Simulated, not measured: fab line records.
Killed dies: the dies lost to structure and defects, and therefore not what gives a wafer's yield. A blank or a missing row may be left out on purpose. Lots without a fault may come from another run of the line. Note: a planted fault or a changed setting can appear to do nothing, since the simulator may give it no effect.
Matching of chambers :: flow nand-harc :: NHARC_P_M1_DESCUM_14 on rie-diel-12: 4 sister chambers
The step chemistry O2, time 3 s. 30 wafers are shown with their chamber, then 12 later ones without.

EACH WAFER AND ITS CHAMBER
wafer: L074.1
chamber: 2
showerhead-plenum-p-Torr (Torr): 2.02
drypump-motor-current-A (A): 5.8
rf-vpp-V (V): 58.4

wafer: L074.3
chamber: 1
showerhead-plenum-p-Torr (Torr): 1.79
drypump-motor-current-A (A): 5.3
rf-vpp-V (V): 56.6

wafer: L074.4
chamber: 0
showerhead-plenum-p-Torr (Torr): 2.02
drypump-motor-current-A (A): 5.5
rf-vpp-V (V): 58.7

wafer: L079.1
chamber: 0
showerhead-plenum-p-Torr (Torr): 2.02
drypump-motor-current-A (A): 5.5
rf-vpp-V (V): 59.1

wafer: L079.2
chamber: 3
showerhead-plenum-p-Torr (Torr): 2.04
drypump-motor-current-A (A): 6.2
rf-vpp-V (V): 58.7

wafer: L079.3
chamber: 1
showerhead-plenum-p-Torr (Torr): 1.79
drypump-motor-current-A (A): 5.3
rf-vpp-V (V): 56.5

wafer: L080.3
chamber: 1
showerhead-plenum-p-Torr (Torr): 1.79
drypump-motor-current-A (A): 5.3
rf-vpp-V (V): 57.7

wafer: L080.4
chamber: 2
showerhead-plenum-p-Torr (Torr): 2.02
drypump-motor-current-A (A): 5.8
rf-vpp-V (V): 57.6

wafer: L080.6
chamber: 0
showerhead-plenum-p-Torr (Torr): 2.02
drypump-motor-current-A (A): 5.5
rf-vpp-V (V): 59.0

wafer: L081.2
chamber: 1
showerhead-plenum-p-Torr (Torr): 1.79
drypump-motor-current-A (A): 5.3
rf-vpp-V (V): 57.6

wafer: L081.5
chamber: 3
showerhead-plenum-p-Torr (Torr): 2.04
drypump-motor-current-A (A): 6.2
rf-vpp-V (V): 57.5

wafer: L081.6
chamber: 2
showerhead-plenum-p-Torr (Torr): 2.02
drypump-motor-current-A (A): 5.8
rf-vpp-V (V): 59.0

wafer: L082.1
chamber: 1
showerhead-plenum-p-Torr (Torr): 1.79
drypump-motor-current-A (A): 5.3
rf-vpp-V (V): 57.4

wafer: L082.4
chamber: 0
showerhead-plenum-p-Torr (Torr): 2.02
drypump-motor-current-A (A): 5.5
rf-vpp-V (V): 59.2

wafer: L082.6
chamber: 3
showerhead-plenum-p-Torr (Torr): 2.04
drypump-motor-current-A (A): 6.1
rf-vpp-V (V): 58.3

wafer: L083.1
chamber: 1
showerhead-plenum-p-Torr (Torr): 1.79
drypump-motor-current-A (A): 5.3
rf-vpp-V (V): 56.2

wafer: L083.3
chamber: 2
showerhead-plenum-p-Torr (Torr): 2.02
drypump-motor-current-A (A): 5.8
rf-vpp-V (V): 58.6

wafer: L083.6
chamber: 3
showerhead-plenum-p-Torr (Torr): 2.03
drypump-motor-current-A (A): 6.2
rf-vpp-V (V): 57.8

wafer: L084.2
chamber: 3
showerhead-plenum-p-Torr (Torr): 2.03
drypump-motor-current-A (A): 6.1
rf-vpp-V (V): 58.7

wafer: L084.3
chamber: 1
showerhead-plenum-p-Torr (Torr): 1.79
drypump-motor-current-A (A): 5.3
rf-vpp-V (V): 57.2

wafer: L084.4
chamber: 0
showerhead-plenum-p-Torr (Torr): 2.02
drypump-motor-current-A (A): 5.5
rf-vpp-V (V): 57.4

wafer: L086.3
chamber: 2
showerhead-plenum-p-Torr (Torr): 2.02
drypump-motor-current-A (A): 5.8
rf-vpp-V (V): 57.2

wafer: L086.4
chamber: 3
showerhead-plenum-p-Torr (Torr): 2.03
drypump-motor-current-A (A): 6.2
rf-vpp-V (V): 57.8

wafer: L086.5
chamber: 3
showerhead-plenum-p-Torr (Torr): 2.03
drypump-motor-current-A (A): 6.1
rf-vpp-V (V): 57.3

wafer: L090.3
chamber: 1
showerhead-plenum-p-Torr (Torr): 1.79
drypump-motor-current-A (A): 5.3
rf-vpp-V (V): 56.7

wafer: L090.4
chamber: 0
showerhead-plenum-p-Torr (Torr): 2.02
drypump-motor-current-A (A): 5.5
rf-vpp-V (V): 58.0

wafer: L090.5
chamber: 2
showerhead-plenum-p-Torr (Torr): 2.02
drypump-motor-current-A (A): 5.8
rf-vpp-V (V): 58.4

wafer: L089.1
chamber: 3
showerhead-plenum-p-Torr (Torr): 2.03
drypump-motor-current-A (A): 6.1
rf-vpp-V (V): 58.1

wafer: L089.5
chamber: 3
showerhead-plenum-p-Torr (Torr): 2.03
drypump-motor-current-A (A): 6.2
rf-vpp-V (V): 58.7

wafer: L089.6
chamber: 2
showerhead-plenum-p-Torr (Torr): 2.02
drypump-motor-current-A (A): 5.8
rf-vpp-V (V): 57.5

SIGNATURES (averages over the wafers above)
reading: showerhead-plenum-p-Torr
chamber 0: 2.0200
chamber 1: 1.7900
chamber 2: 2.0200
chamber 3: 2.0333
scatter within a chamber: 0.00277

reading: drypump-motor-current-A
chamber 0: 5.500
chamber 1: 5.300
chamber 2: 5.800
chamber 3: 6.156
scatter within a chamber: 0.0292

reading: rf-vpp-V
chamber 0: 58.567
chamber 1: 56.988
chamber 2: 58.100
chamber 3: 58.100
scatter within a chamber: 0.611
Rule: for a wafer and a chamber, the distance is found by dividing, reading by reading, the gap between the wafer's reading and the chamber's mean by the reading's scatter, squaring, summing and taking the root. If the next closest chamber is less than 2 further off than the closest, the wafer can't be placed; otherwise it belongs to the closest. How the scatter is found: for the shown wafers, subtract from each reading the mean of its chamber, square and add these, divide the total by (wafers less chambers), then take the root.

WAFERS MISSING THEIR CHAMBER
wafer: L091.2
showerhead-plenum-p-Torr (Torr): 2.03
drypump-motor-current-A (A): 6.2
rf-vpp-V (V): 57.0

wafer: L091.5
showerhead-plenum-p-Torr (Torr): 1.79
drypump-motor-current-A (A): 5.3
rf-vpp-V (V): 56.6

wafer: L091.6
showerhead-plenum-p-Torr (Torr): 2.02
drypump-motor-current-A (A): 5.8
rf-vpp-V (V): 58.9

wafer: L092.1
showerhead-plenum-p-Torr (Torr): 1.79
drypump-motor-current-A (A): 5.3
rf-vpp-V (V): 57.3

wafer: L092.5
showerhead-plenum-p-Torr (Torr): 1.79
drypump-motor-current-A (A): 5.3
rf-vpp-V (V): 55.8

wafer: L092.6
showerhead-plenum-p-Torr (Torr): 2.02
drypump-motor-current-A (A): 5.8
rf-vpp-V (V): 57.1

wafer: L094.1
showerhead-plenum-p-Torr (Torr): 2.02
drypump-motor-current-A (A): 5.5
rf-vpp-V (V): 59.0

wafer: L094.4
showerhead-plenum-p-Torr (Torr): 1.79
drypump-motor-current-A (A): 5.3
rf-vpp-V (V): 58.6

wafer: L094.6
showerhead-plenum-p-Torr (Torr): 2.03
drypump-motor-current-A (A): 6.2
rf-vpp-V (V): 58.5

wafer: L093.2
showerhead-plenum-p-Torr (Torr): 2.02
drypump-motor-current-A (A): 5.5
rf-vpp-V (V): 57.4

wafer: L093.3
showerhead-plenum-p-Torr (Torr): 2.03
drypump-motor-current-A (A): 6.2
rf-vpp-V (V): 58.1

wafer: L093.6
showerhead-plenum-p-Torr (Torr): 2.02
drypump-motor-current-A (A): 5.8
rf-vpp-V (V): 57.9

WHICH CHAMBER EACH ONE RAN IN
wafer: L091.2
from the rows above: 3
in truth: 3

wafer: L091.5
from the rows above: 1
in truth: 1

wafer: L091.6
from the rows above: 2
in truth: 2

wafer: L092.1
from the rows above: 1
in truth: 1

wafer: L092.5
from the rows above: 1
in truth: 1

wafer: L092.6
from the rows above: 2
in truth: 2

wafer: L094.1
from the rows above: 0
in truth: 0

wafer: L094.4
from the rows above: 1
in truth: 1

wafer: L094.6
from the rows above: 3
in truth: 3

wafer: L093.2
from the rows above: 0
in truth: 0

wafer: L093.3
from the rows above: 3
in truth: 3

wafer: L093.6
from the rows above: 2
in truth: 2
Correct placement for 12 of the 12. From these rows, 0 cannot be placed. 0 placed wrongly.
